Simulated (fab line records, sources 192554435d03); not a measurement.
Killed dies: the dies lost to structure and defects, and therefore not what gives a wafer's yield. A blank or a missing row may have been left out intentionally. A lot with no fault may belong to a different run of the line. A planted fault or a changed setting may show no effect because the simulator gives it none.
Matching of chambers / flow n5-finfet / 3 sister chambers for N5_FIN_SAQP_HM_DEP_03 on pecvd-04
The step deposits SiNx from SiH4/NH3/N2, target thk 38 nm, time 33.6 s. 6 wafers are shown with their chamber, then 6 later ones without.

EACH WAFER AND ITS CHAMBER
wafer=L934.5; chamber=1; throttle-valve-pct (%)=38.5; showerhead-vpp-V (V)=985
wafer=L936.2; chamber=2; throttle-valve-pct (%)=37.2; showerhead-vpp-V (V)=1035
wafer=L936.4; chamber=0; throttle-valve-pct (%)=40.6; showerhead-vpp-V (V)=1173
wafer=L943.2; chamber=2; throttle-valve-pct (%)=37.2; showerhead-vpp-V (V)=1022
wafer=L943.4; chamber=1; throttle-valve-pct (%)=38.3; showerhead-vpp-V (V)=979
wafer=L943.5; chamber=0; throttle-valve-pct (%)=40.8; showerhead-vpp-V (V)=1171

WAFERS WITH NO CHAMBER GIVEN
wafer=L944.3; throttle-valve-pct (%)=37.4; showerhead-vpp-V (V)=1033
wafer=L944.5; throttle-valve-pct (%)=37.2; showerhead-vpp-V (V)=1015
wafer=L944.6; throttle-valve-pct (%)=38.3; showerhead-vpp-V (V)=993
wafer=L946.1; throttle-valve-pct (%)=37.2; showerhead-vpp-V (V)=1030
wafer=L946.4; throttle-valve-pct (%)=38.2; showerhead-vpp-V (V)=1008
wafer=L946.6; throttle-valve-pct (%)=40.5; showerhead-vpp-V (V)=1179

EACH ONE'S CHAMBER
wafer=L944.3; from the rows above=2; in truth=2
wafer=L944.5; from the rows above=2; in truth=2
wafer=L944.6; from the rows above=1; in truth=1
wafer=L946.1; from the rows above=2; in truth=2
wafer=L946.4; from the rows above=1; in truth=1
wafer=L946.6; from the rows above=0; in truth=0
Correct placement for 6 of the 6. Number that these rows cannot place: 0. 0 placed wrongly.
How it was worked out, from the rows above alone: a wafer's distance from a chamber is the root of the sum, over the readings, of the square of ((its reading less the chamber's mean) divided by the reading's scatter). If the next closest chamber is less than 2 further off than the closest, the wafer can't be placed; otherwise it belongs to the closest. The mean given for a chamber averages the wafers shown for that chamber. How the scatter is found: for the shown wafers, subtract from each reading the mean of its chamber, square and add these, divide the total by (wafers less chambers), then take the root.
